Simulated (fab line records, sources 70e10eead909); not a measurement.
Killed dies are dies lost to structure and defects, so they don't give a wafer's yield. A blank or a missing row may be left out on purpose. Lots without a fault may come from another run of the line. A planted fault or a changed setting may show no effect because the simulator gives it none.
Which tool did it? | flow nand_harc | 12 lots, 36 wafers sampled, at 6 steps of a route of 1159

WHAT THE GAUGES READ, wafer by wafer
NHARC_P_GATE_CD_MEAS_26: target cd 120 nm.
lot  | measured     | on        | cd_nm (nm)
L891 | day 4 17:25  | cd_sem-03 | 121.0 120.8 119.9
L895 | day 5 11:28  | cd_sem-03 | 119.9 120.2 120.3
L897 | day 5 22:58  | cd_sem-03 | 120.0 120.0 120.9
L896 | day 5 23:49  | cd_sem-03 | 120.4 120.9 119.8
L898 | day 6 13:34  | cd_sem-03 | 120.7 120.3 121.0
L899 | day 6 17:42  | cd_sem-02 | 120.3 120.4 120.2
L901 | day 7 04:47  | cd_sem-01 | 120.8 119.4 119.9
L902 | day 7 04:32  | cd_sem-02 | 120.0 119.5 119.9
L910 | day 9 05:20  | cd_sem-01 | 205.5 207.1 206.3
L912 | day 9 20:29  | cd_sem-03 | 120.5 120.3 120.5
L911 | day 9 20:20  | cd_sem-02 | 204.6 205.9 205.2
L914 | day 10 11:39 | cd_sem-01 | 120.2 119.3 119.7

NHARC_END_SORT_01.
lot  | measured     | on        | killed_at_array | killed_at_other | killed_at_periphery | killed_dies | killed_open | killed_short
L891 | day 20 01:25 | prober-01 | 24 37 24        | 0 1 0           | 5 1 2               | 29 39 26    | 6 4 4       | 1 2 1
L896 | day 20 10:45 | prober-02 | 15 24 22        | 0 2 0           | 4 8 5               | 19 34 27    | 3 6 2       | 3 1 2
L901 | day 21 22:23 | prober-02 | 24 25 21        | 0 1 0           | 3 7 1               | 27 33 22    | 5 5 3       | 2 5 0
L902 | day 21 15:22 | prober-02 | 31 19 34        | 2 0 1           | 2 6 5               | 35 25 40    | 2 3 5       | 4 2 5
L910 | day 23 22:02 | prober-01 | 55 45 45        | 0 3 0           | 622 629 632         | 677 677 677 | 4 4 0       | 1 0 0
L911 | day 24 10:36 | prober-01 | 24 20 19        | 1 0 0           | 652 657 658         | 677 677 677 | 7 3 3       | 4 5 0

WHICH TOOL RAN EACH LOT (tool, then ch and the chambers of the sampled wafers, then the start)
lot  | NHARC_P_STI_CMP_21           | NHARC_P_GATE_DESCUM_13            | NHARC_P_GATE_HM_DEP_102       | NHARC_P_GATE_PEB_24
L891 | cmp-01 ch 0,1,2, day 3 10:49 | rie_diel-09 ch 0,1,2, day 4 03:41 | acl_dep-03 ch 0, day 4 16:03  | litho_track-06 ch 0, day 4 17:20
L895 | cmp-03 ch 0,1,2, day 4 07:12 | rie_diel-11 ch 2,3, day 4 21:22   | acl_dep-01 ch 0, day 5 10:22  | litho_track-01 ch 0, day 5 11:23
L897 | cmp-03 ch 0,1,2, day 4 15:19 | rie_diel-09 ch 0,1, day 5 08:28   | acl_dep-02 ch 0, day 5 21:44  | litho_track-01 ch 0, day 5 22:52
L896 | cmp-04 ch 0,1,2, day 4 15:20 | rie_diel-06 ch 0,1, day 5 08:16   | acl_dep-02 ch 0, day 5 22:23  | litho_track-01 ch 0, day 5 23:44
L898 | cmp-01 ch 1,2,3, day 5 02:13 | rie_diel-06 ch 1,2,3, day 5 20:03 | acl_dep-01 ch 0, day 6 12:22  | litho_track-06 ch 0, day 6 13:29
L899 | cmp-03 ch 1,2,3, day 5 08:42 | rie_diel-06 ch 1,2,3, day 6 04:00 | acl_dep-02 ch 0, day 6 16:21  | litho_track-04 ch 0, day 6 17:37
L901 | cmp-04 ch 0,1, day 5 21:29   | rie_diel-11 ch 2,3, day 6 14:17   | acl_dep-02 ch 0, day 7 03:24  | litho_track-06 ch 0, day 7 04:43
L902 | cmp-03 ch 0,1,3, day 5 21:29 | rie_diel-11 ch 1,2,3, day 6 14:26 | acl_dep-01 ch 0, day 7 03:18  | litho_track-04 ch 0, day 7 04:27
L910 | cmp-03 ch 0,1,3, day 7 21:31 | rie_diel-11 ch 0,1, day 8 15:44   | acl_dep-02 ch 0, day 9 04:11  | litho_track-06 ch 0, day 9 05:16
L912 | cmp-03 ch 0,3, day 8 13:50   | rie_diel-06 ch 2,3, day 9 06:52   | acl_dep-01 ch 0, day 9 19:19  | litho_track-01 ch 0, day 9 20:24
L911 | cmp-03 ch 0,2,3, day 8 13:58 | rie_diel-11 ch 1,2,3, day 9 06:43 | acl_dep-03 ch 0, day 9 19:13  | litho_track-06 ch 0, day 9 20:15
L914 | cmp-01 ch 0,1, day 9 02:44   | rie_diel-06 ch 0,3, day 9 21:38   | acl_dep-02 ch 0, day 10 10:31 | litho_track-04 ch 0, day 10 11:34
- NHARC_P_STI_CMP_21: polishes, t overpolish 20 s, target thk 380.67 nm.
- NHARC_P_GATE_DESCUM_13: chemistry O2, time 3 s.
- NHARC_P_GATE_HM_DEP_102: deposits aC, target thk 120 nm.
- NHARC_P_GATE_PEB_24: peb time 65 s.

WHAT THE TOOLS THEMSELVES READ (means of the sampled wafers that have a number; where no wafer has one, the mark that the record gives instead)
NHARC_P_STI_CMP_21.
lot  | tool   | edge_zone_pressure_frac | motor_current_A (A) | overpolish_run_s (s)
L891 | cmp-01 | 1.003                   | 12.2                | 19.996
L895 | cmp-03 | 1.004                   | 12.8                | 20.003
L897 | cmp-03 | 0.995                   | 12.2                | 19.995
L896 | cmp-04 | 1.001                   | 12.7                | 19.990
L898 | cmp-01 | 1.002                   | 13.3                | 20.009
L899 | cmp-03 | 1.005                   | 12.8                | 20.006
L901 | cmp-04 | 0.998                   | 11.8                | 20.001
L902 | cmp-03 | 0.995                   | 12.3                | 20.002
L910 | cmp-03 | 1.002                   | 12.1                | 20.004
L912 | cmp-03 | 1.001                   | 12.7                | 19.993
L911 | cmp-03 | 0.997                   | 12.5                | 20.000
L914 | cmp-01 | 0.998                   | 11.8                | 20.007

NHARC_P_GATE_DESCUM_13.
lot  | tool        | drypump_motor_current_A (A) | oes_product_au (a.u.) | rf_vpp_V (V) | showerhead_plenum_p_Torr (Torr) | throttle_valve_pct (%)
L891 | rie_diel-09 | 5.6                         | 1.003                 | 57.6         | 1.96                            | 11.310
L895 | rie_diel-11 | 5.5                         | 0.995                 | 57.9         | 2.02                            | 11.310
L897 | rie_diel-09 | 5.1                         | 1.007                 | 57.5         | 1.94                            | 11.318
L896 | rie_diel-06 | 5.7                         | 1.001                 | 57.8         | 1.83                            | 11.312
L898 | rie_diel-06 | 5.7                         | 1.008                 | 57.7         | 1.94                            | 11.312
L899 | rie_diel-06 | 5.7                         | 1.003                 | 58.1         | 1.94                            | 11.318
L901 | rie_diel-11 | 5.5                         | 1.003                 | 58.3         | 2.02                            | 11.308
L902 | rie_diel-11 | 5.6                         | 0.996                 | 58.6         | 2.02                            | 11.302
L910 | rie_diel-11 | 5.5                         | 1.015                 | 57.5         | 1.94                            | 11.315
L912 | rie_diel-06 | 5.3                         | 1.012                 | 57.5         | 1.96                            | 11.305
L911 | rie_diel-11 | 5.6                         | 1.009                 | 59.5         | 2.02                            | 11.317
L914 | rie_diel-06 | 5.8                         | 1.006                 | 57.7         | 1.84                            | 11.308

NHARC_P_GATE_HM_DEP_102.
lot  | tool       | throttle_valve_pct (%)
L891 | acl_dep-03 | 35.007
L895 | acl_dep-01 | 34.989
L897 | acl_dep-02 | 35.005
L896 | acl_dep-02 | 35.010
L898 | acl_dep-01 | 34.996
L899 | acl_dep-02 | 35.011
L901 | acl_dep-02 | 34.999
L902 | acl_dep-01 | 34.995
L910 | acl_dep-02 | 35.011
L912 | acl_dep-01 | 34.999
L911 | acl_dep-03 | 34.999
L914 | acl_dep-02 | 35.005

NHARC_P_GATE_PEB_24.
lot  | tool           | heater_power_total_W (W) | plate_temp_C (C) | resist_line_temp_C (C)
L891 | litho_track-06 | 156.7                    | 99.92            | 23.07
L895 | litho_track-01 | 156.3                    | 100.21           | 23.09
L897 | litho_track-01 | 156.5                    | 100.21           | 23.12
L896 | litho_track-01 | 156.7                    | 99.93            | 23.01
L898 | litho_track-06 | 156.9                    | 99.99            | 23.10
L899 | litho_track-04 | 156.4                    | 100.08           | 22.94
L901 | litho_track-06 | 156.8                    | 100.07           | 22.97
L902 | litho_track-04 | 157.2                    | 100.04           | 22.98
L910 | litho_track-06 | 124.8                    | 85.19            | 23.06
L912 | litho_track-01 | 157.0                    | 100.07           | 22.85
L911 | litho_track-06 | 124.8                    | 85.03            | 23.05
L914 | litho_track-04 | 156.7                    | 100.03           | 22.95

THE ANSWER, worked out from the rows above alone
Rule: what is usual is taken from the lots themselves. Put in order of their means at a reading, lots are off if they are a third of the lots or fewer, leave a main group of 4 or more, and stand apart from it by a gap of 3 or more times the standard deviation of the main group's means; of several such gaps the widest counts. A main group whose means are all the same, to the digits that the tables above print for the reading, isn't used. A lot without any number at a reading at which 4 lots or more have one is off too. The other lots that the step has rows for count as sound. The gauges are gone through in route order, then the tools' own readings, and for those a lot's mean is taken as printed above. The first step at which some lot is off is used, and at that step the reading that is off furthest; a lot without a number counts as furthest.
Off: L910, L911, at NHARC_P_GATE_CD_MEAS_26 (cd_nm). The main group: mean 120.2 nm, standard deviation 0.29.
A tool fits if, at a process step before that reading, it ran every lot that is off, and no sound lot after the first of them. The gauges at NHARC_P_GATE_CD_MEAS_26 aren't tried: what is off there is off at NHARC_END_SORT_01 too, on other tools, and a gauge's error can't cause that. Can't be told from this: 2 tools fit, rie_diel-11 at NHARC_P_GATE_DESCUM_13, litho_track-06 at NHARC_P_GATE_PEB_24.

WHAT THE SIMULATOR HAD PUT IN
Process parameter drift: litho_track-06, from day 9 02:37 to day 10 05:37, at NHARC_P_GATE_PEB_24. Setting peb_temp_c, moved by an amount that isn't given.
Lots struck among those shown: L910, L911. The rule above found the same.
